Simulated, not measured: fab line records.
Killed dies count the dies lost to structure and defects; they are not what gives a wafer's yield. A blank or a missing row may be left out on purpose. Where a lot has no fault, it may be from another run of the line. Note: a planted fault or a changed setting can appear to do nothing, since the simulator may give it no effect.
Struck lot and sound lot, side by side + flow n5 finfet + 15 steps out of a route of 1938
Sound: these wafers, L425.1, L425.4, L425.6. Struck: wafer L434.6 (left out: L434.5, a lot-mate that was not struck); the cause follows at the end.
For every step that has rows: the tool of each side, followed by ch and its chambers, followed by its first start. Under that, the readings that differ: sound wafers + struck wafers + difference of the means + sigmas: that difference in standard deviations of wafers without a fault.
alike: readings whose means differ by less than 2 such deviations, and words and numbers that are the same on both sides. not compared: withheld readings, readings that some wafer has no value for, bounds like >300 that may hide the same value, and numbers for which the record gives no deviation and whose values overlap.
A row with sigmas, a row that says differs or no value, or rows on one side alone: a step with any of these is where the two part. When numbers do not overlap yet have no deviation, they are printed without sigmas and do not part them. Lack of a reading on every wafer of one side parts them only where that side has two or more wafers.

first, 7 steps without rows for these wafers: N5_PASSIVATION_COAT_04; N5_PASSIVATION_EBR_06; N5_PASSIVATION_SOFTBAKE_05 (time 90 s); N5_PASSIVATION_EXPOSE_07 (exposes mask TV, defocus 0 nm, target cd 3000 nm); N5_PASSIVATION_PEB_08; N5_PASSIVATION_DEVELOP_09 (develop time 60 s); N5_PASSIVATION_HARDBAKE_11 (time 120 s).
N5_PASSIVATION_CD_MEAS_10: target cd 3000 nm.
  sound on cd sem-03 ch 0, day 12 21:10; struck on cd sem-01 ch 0, day 15 07:44
  alike: cd nm
N5_PASSIVATION_OVL_MEAS_60:
  sound on overlay-02 ch 0, day 12 21:11; struck on overlay-01 ch 0, day 15 07:46
  alike: TV_OVL
N5_PASSIVATION_INSPECT_61: inspects for defects (macro).
  struck on defect inspect-02, day 15 07:47; sound on defect inspect-02, day 12 21:13
  alike: raw defect count
N5_PASSIVATION_DESCUM_12: chemistry O2, time 7.9 s.
  sound on rie diel-01 ch 0,2, day 12 21:17; struck on rie diel-03 ch 0, day 15 08:20
  alike: chamber pressure mTorr, drypump motor current A, oes product au, rf vpp V, showerhead plenum p Torr, throttle valve pct
  not compared: rf hours counter h
N5_PASSIVATION_PASS_ETCH_74: etches SiNx in CF4/O2, target depth 220 nm, time 110 s.
  sound on rie diel-01 ch 0,2, day 12 21:20; struck on rie diel-03 ch 0, day 15 08:25
  alike: chamber pressure mTorr, drypump motor current A, mfc ar sccm, oes product au, rf vpp V, showerhead plenum p Torr, throttle valve pct
  not compared: rf hours counter h
N5_PASSIVATION_VIA_ETCH_13: etches SiO2 in CHF3/O2, target depth 660 nm, time 330 s.
  sound on rie diel-01 ch 0,2, day 12 21:26; struck on rie diel-03 ch 0, day 15 08:33
| reading               | sound          | struck | difference | sigmas |
|-----------------------|----------------|--------|------------|--------|
| etch rf on time s (s) | 241 233 239    | 159    | -79        | -19    |
| oes product au (a.u.) | 0.62 0.78 0.62 | 0.81   | +0.14      | +2     |
  alike: chamber pressure mTorr, drypump motor current A, mfc ar sccm, rf vpp V, showerhead plenum p Torr, throttle valve pct
  not compared: rf hours counter h
N5_PASSIVATION_STRIP_14: strips in O2.
  sound on rie diel-01 ch 0,2, day 12 21:38; struck on rie diel-03 ch 0, day 15 08:40
  alike: chamber pressure mTorr, drypump motor current A, oes product au, rf vpp V, showerhead plenum p Torr, throttle valve pct
  not compared: rf hours counter h
N5_PASSIVATION_PROBE_49:
  struck on prober-02, day 15 15:11; sound on prober-01, day 13 04:19
| reading              | sound    | struck | difference | sigmas |
|----------------------|----------|--------|------------|--------|
| sort_bin_8_speed (%) | 0 0 0.51 | 0      | +0         | -3     |
  alike: defect limited yield, killed_at_M0_to_M3, killed_at_M4_up, killed at contacts, killed at front end, killed at other, killed dies, killed on rim, killed open, killed short, sort_bin_5_function, sort_bin_6_memory, sort n pass, sort yield pct

== WHERE THEY PART ==
Last at N5_PASSIVATION_PROBE_49 as far as this record goes, first at N5_PASSIVATION_VIA_ETCH_13.

WHY: whatever the simulator had introduced
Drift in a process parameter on rie diel-03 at N5_PASSIVATION_VIA_ETCH_13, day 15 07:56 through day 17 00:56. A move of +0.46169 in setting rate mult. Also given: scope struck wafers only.
